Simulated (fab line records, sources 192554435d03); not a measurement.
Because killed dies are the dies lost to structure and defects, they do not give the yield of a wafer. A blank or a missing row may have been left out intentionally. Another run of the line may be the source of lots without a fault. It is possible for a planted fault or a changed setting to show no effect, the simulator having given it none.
Chamber matching    flow n5_finfet    3 sister chambers for N5_BEOL_M9_ILD_DEP_00 on pecvd-01
The step deposits SiCOH lowk from DEMS/porogen, target thk 308.51 nm, time 58 s. 6 wafers are shown with their chamber, then 8 later ones without.

## WAFERS PAIRED WITH THEIR CHAMBERS
wafer   chamber  heater_power_outer_w (W)  heater_power_w (W)
L088.2  1        90                        256
L088.5  2        192                       399
L088.6  1        94                        265
L092.5  0        179                       337
L092.6  2        170                       357
L094.4  0        184                       349

## WAFERS WITH NO CHAMBER GIVEN
wafer   heater_power_outer_w (W)  heater_power_w (W)
L094.5  137                       317
L094.6  76                        236
L093.1  174                       324
L093.2  194                       383
L093.3  101                       271
L097.4  86                        251
L097.5  189                       379
L097.6  154                       315

## THE CHAMBER EACH PASSED THROUGH
wafer   from the rows above           in truth
L094.5  can't be placed: 0 or 1 or 2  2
L094.6  1                             1
L093.1  can't be placed: 0 or 2       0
L093.2  can't be placed: 2 or 0       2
L093.3  1                             1
L097.4  1                             1
L097.5  can't be placed: 2 or 0       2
L097.6  can't be placed: 0 or 2       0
3 of 8 placed correctly. These rows do not allow placing 5 (true chamber among the candidates in 5). Number placed wrongly: 0.
How it was worked out, from the rows above alone: a wafer's distance from a chamber is the root of the sum, over the readings, of the square of ((its reading less the chamber's mean) divided by the reading's scatter). If the next closest chamber is less than 2 further off than the closest, the wafer can't be placed; otherwise it belongs to the closest. For every chamber, the mean is computed from those of its wafers that are shown. The scatter is the square root of a quotient: the sum, over the shown wafers, of each reading's squared deviation from its chamber's mean, divided by wafers minus chambers.
